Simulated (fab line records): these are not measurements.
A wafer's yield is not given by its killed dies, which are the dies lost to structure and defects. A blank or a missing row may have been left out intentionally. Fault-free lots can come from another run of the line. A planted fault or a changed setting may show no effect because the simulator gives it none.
Struck lot and sound lot, side by side / flow n5_finfet / 44 steps out of a route of 1938
Sound: the wafers L884.3, L884.5, L884.6. Wafers L881.2, L881.4, L881.5 were the ones struck. The cause is given at the end.
Order at every step that has rows: each side's tool, ch and its chambers, its first start. Under that, the readings that differ: sound wafers / struck wafers / difference of the means / sigmas: that difference in standard deviations of wafers without a fault.
alike: a reading whose means differ by less than 2 such deviations, as well as words and numbers matching on both sides. not compared: withheld readings; readings where some wafer has no value; bounds like >300 that might hide an equal value; numbers whose values overlap and for which the record gives no deviation.
The two part at a step that has a row with sigmas, a row that says differs or no value, or rows on one side only. Numbers that have no deviation but don't overlap get no sigmas and don't part them. A reading that every wafer of one side lacks parts them only if that side has two wafers or more.

first, 7 steps without rows for these wafers: N5_WELL_APT_COAT_02 (resist thk 950 nm); N5_WELL_APT_EBR_04; N5_WELL_APT_SOFTBAKE_03 (time 60 s); N5_WELL_APT_EXPOSE_05 (exposes mask NWELL, defocus 0 nm, target cd 200 nm); N5_WELL_APT_PEB_06 (peb time 90 s); N5_WELL_APT_DEVELOP_07 (develop time 45 s); N5_WELL_APT_HARDBAKE_12 (time 120 s).
N5_WELL_APT_CD_MEAS_08: target cd 200 nm.
  sound on cd_sem-01 ch 0, day 4 01:58; struck on cd_sem-02 ch 0, day 3 07:49
  alike: cd_nm
N5_WELL_APT_OVL_MEAS_09:
  sound on overlay-02 ch 0, day 4 01:59; struck on overlay-02 ch 0, day 3 07:50
  alike: NWELL_OVL
N5_WELL_APT_INSPECT_10: inspects for defects (macro).
  sound: defect_inspect-02 at day 4 02:01; struck: defect_inspect-02 at day 3 07:52
  alike: raw_defect_count
N5_WELL_APT_DESCUM_13: chemistry O2, time 7.9 s.
  sound on rie_diel-05 ch 0,1,2, day 4 02:02; struck on rie_diel-03 ch 1,2,3, day 3 07:54
  alike: drypump_motor_current_A, oes_product_au, rf_vpp_V, showerhead_plenum_p_Torr, throttle_valve_pct
  not compared: rf_hours_counter_h
then, 1 step without rows for these wafers: N5_WELL_APT_IMPLANT_14.
N5_WELL_APT_IMPLANT_15:
  sound on implanter-02 ch 0, day 4 02:23; struck on implanter-01 ch 0, day 3 08:12
reading=dose_ions_cm2; sound=1.5018e+13 1.5011e+13 1.5003e+13; struck=3.816e+12 3.847e+12 3.82e+12; difference=-1.118e+13; sigmas=-99 or more
reading=faraday_current_uA; sound=189 187 195; struck=49 49 50; difference=-141; sigmas=-35
  alike: tilt_deg
then, 9 steps without rows for these wafers: N5_WELL_APT_STRIP_16 (strips in SPM, time 900 s); N5_WELL_APT_HMDS_18 (time 60 s); N5_WELL_APT_COAT_19 (resist thk 950 nm); N5_WELL_APT_EBR_21; N5_WELL_APT_SOFTBAKE_20 (time 60 s); N5_WELL_APT_EXPOSE_22 (exposes mask PWELL, defocus 0 nm, target cd 200 nm); N5_WELL_APT_PEB_23 (peb time 90 s); N5_WELL_APT_DEVELOP_24 (develop time 45 s); N5_WELL_APT_HARDBAKE_29 (time 120 s).
N5_WELL_APT_CD_MEAS_25: target cd 200 nm.
  sound on cd_sem-02 ch 0, day 4 03:06; struck on cd_sem-02 ch 0, day 3 08:56
  alike: cd_nm
N5_WELL_APT_OVL_MEAS_26:
  sound on overlay-01 ch 0, day 4 03:08; struck on overlay-01 ch 0, day 3 08:58
  alike: PWELL_OVL
N5_WELL_APT_INSPECT_27: inspects for defects (macro).
  sound: defect_inspect-02 at day 4 03:09; struck: defect_inspect-01 at day 3 08:59
  alike: raw_defect_count
N5_WELL_APT_DESCUM_30: chemistry O2, time 7.9 s.
  sound on rie_diel-03 ch 0,1,2, day 4 03:11; struck on rie_diel-02 ch 0,2, day 3 09:01
  alike: drypump_motor_current_A, oes_product_au, rf_vpp_V, showerhead_plenum_p_Torr, throttle_valve_pct
  not compared: rf_hours_counter_h
then, 3 steps without rows for these wafers: N5_WELL_APT_IMPLANT_31; N5_WELL_APT_IMPLANT_32; N5_WELL_APT_STRIP_33 (strips in SPM, time 900 s).
N5_WELL_APT_RTA_34: time 10 s.
  sound on rtp_anneal-02 ch 0, day 4 04:07; struck on rtp_anneal-01 ch 0, day 3 09:48
  alike: anneal_temp_c_max, lamp_power_pct, wafer_temp_C_max
then, 4 steps without rows for these wafers: N5_WELL_APT_OXIDE_STRIP_42 (strips SiO2 in dHF, time 45 s, target depth 12 nm); N5_WELL_APT_PRECLEAN_36 (cleans in O3/DIW, time 45 s); N5_WELL_APT_PRECLEAN_39 (cleans in dHF, time 60 s); N5_WELL_APT_SRD_37 (time 30 s).
N5_WELL_APT_EPI_41: deposits Si from SiH4/H2, target thk 50 nm, time 297.7 s.
  sound on epi_rpcvd-03 ch 0, day 4 04:31; struck on epi_rpcvd-04 ch 0, day 3 10:07
reading=throttle_valve_pct (%); sound=11.7 11.7 11.5; struck=10.9 11.2 10.8; difference=-0.7; sigmas=-2
  alike: chamber_pressure_Torr
N5_WELL_APT_INSPECT_38: inspects for defects (darkfield).
  sound: defect_inspect-01 at day 4 04:57; struck: defect_inspect-02 at day 3 10:39
  alike: raw_defect_count
N5_PMOS_HMC_CHANNEL_EPI_HM_DEP_34: deposits SiO2 from TEOS/O2, target thk 36 nm, time 6.9 s.
  sound on pecvd-04 ch 1,2, day 4 04:59; struck on pecvd-04 ch 0,1,2, day 3 10:41
  alike: chamber_pressure_Torr, heater_power_w, showerhead_plenum_p_Torr, throttle_valve_pct
then, 5 steps without rows for these wafers: N5_PMOS_HMC_CHANNEL_EPI_COAT_31 (time 60 s, resist thk 66 nm); N5_PMOS_HMC_CHANNEL_EPI_COAT_03 (resist thk 205 nm); N5_PMOS_HMC_CHANNEL_EPI_EBR_05; N5_PMOS_HMC_CHANNEL_EPI_SOFTBAKE_04 (time 60 s); N5_PMOS_HMC_CHANNEL_EPI_EXPOSE_06 (exposes mask PMOS HMC BLK, target cd 240 nm).
-- record jumps: 6 days separate the struck wafers' starts on either side; left off in module PMOS_HMC_CHANNEL_EPI, taken up again in module BEOL_M4, whose first shown step is the route's number 1111 --
N5_BEOL_M4_RC_MEAS_101:
  sound on prober-01 ch 0, day 10 22:37; struck on prober-01 ch 0, day 9 22:20
reading=CJ_P; sound=5.47 5.47 5.68; struck=3.02 2.97 2.99; difference=-2.55; sigmas=-13
  alike: DIBL_N, DIBL_P, IOFF_N, IOFF_P, ION_N, ION_P, SS_N, SS_P, VT_N, VT_P
N5_PASSIVATION_PROBE_49:
  the record holds rows for the sound wafers here (prober-02, day 15 12:12) but none for the struck ones

== WHERE THEY PART ==
Last at N5_PASSIVATION_PROBE_49 as far as this record goes, first at N5_WELL_APT_IMPLANT_15.

WHY: what had been put in by the simulator
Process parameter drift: implanter-01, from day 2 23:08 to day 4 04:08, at N5_WELL_APT_IMPLANT_15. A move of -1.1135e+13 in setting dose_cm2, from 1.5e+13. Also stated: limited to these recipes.
